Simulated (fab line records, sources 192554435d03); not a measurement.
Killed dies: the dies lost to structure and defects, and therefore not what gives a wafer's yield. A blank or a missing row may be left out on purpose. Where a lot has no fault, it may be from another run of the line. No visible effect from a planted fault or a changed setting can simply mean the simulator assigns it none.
Chamber matching -- flow n5 finfet -- rie diel-02 running N5_BEOL_M10_STRIP_36: 4 sister chambers
The step strips in N2/H2. 30 wafers are shown with their chamber, then 12 later ones without.

## WAFERS PAIRED WITH THEIR CHAMBERS
wafer,chamber,showerhead plenum p Torr (Torr),drypump motor current A (A),throttle valve pct (%)
L074.3,3,2.51,5.42,23.85
L074.4,2,2.44,5.36,23.52
L074.5,2,2.44,5.37,23.47
L075.2,0,2.41,5.82,23.46
L075.3,1,2.72,5.66,23.87
L075.5,0,2.41,5.78,23.46
L078.2,2,2.44,5.37,23.51
L078.5,3,2.51,5.38,23.86
L078.6,0,2.41,5.81,23.45
L079.1,3,2.51,5.38,23.82
L079.2,1,2.71,5.69,23.90
L079.3,2,2.44,5.36,23.52
L081.2,0,2.41,5.80,23.48
L081.4,1,2.71,5.68,23.85
L081.5,0,2.41,5.81,23.46
L083.1,0,2.40,5.82,23.52
L083.3,3,2.51,5.45,23.91
L083.4,2,2.43,5.39,23.54
L086.4,3,2.50,5.40,23.84
L086.5,1,2.71,5.69,23.92
L086.6,2,2.43,5.38,23.49
L087.2,2,2.43,5.38,23.53
L087.3,1,2.70,5.67,23.92
L087.5,3,2.50,5.41,23.89
L088.2,1,2.70,5.69,23.90
L088.4,3,2.50,5.43,23.88
L088.6,0,2.40,5.83,23.48
L089.1,2,2.43,5.38,23.48
L089.2,0,2.40,5.83,23.52
L089.3,1,2.70,5.67,23.89

SIGNATURES (means of the wafers above)
reading,chamber 0,chamber 1,chamber 2,chamber 3,scatter within a chamber
showerhead plenum p Torr,2.4062,2.7071,2.4350,2.5057,0.00589
drypump motor current A,5.8125,5.6786,5.3738,5.4100,0.0171
throttle valve pct,23.4788,23.8929,23.5075,23.8643,0.0273
Rule: distance of a wafer from a chamber = root of the sum over the readings of ((wafer's reading minus chamber's mean) / reading's scatter) squared. The wafer belongs to the nearest chamber; if the next one is less than 2 further off, it can't be placed. The scatter: the root of (the sum of the squares of (reading less its chamber's mean) over the shown wafers, divided by (wafers less chambers)).

## WAFERS MISSING THEIR CHAMBER
wafer,showerhead plenum p Torr (Torr),drypump motor current A (A),throttle valve pct (%)
L091.1,2.50,5.37,23.85
L091.5,2.70,5.68,23.90
L091.6,2.42,5.40,23.53
L092.3,2.40,5.85,23.54
L092.4,2.70,5.69,23.93
L092.5,2.42,5.39,23.51
L094.1,2.42,5.38,23.56
L094.2,2.50,5.33,23.86
L094.4,2.42,5.39,23.51
L095.1,2.70,5.69,23.93
L095.3,2.42,5.38,23.56
L095.4,2.70,5.67,23.91

## EACH ONE'S CHAMBER
wafer,from the rows above,in truth
L091.1,3,3
L091.5,1,1
L091.6,2,2
L092.3,0,0
L092.4,1,1
L092.5,2,2
L094.1,2,2
L094.2,3,3
L094.4,2,2
L095.1,1,1
L095.3,2,2
L095.4,1,1
12 of 12 placed correctly. Not placeable from these rows: 0. 0 placed wrongly.
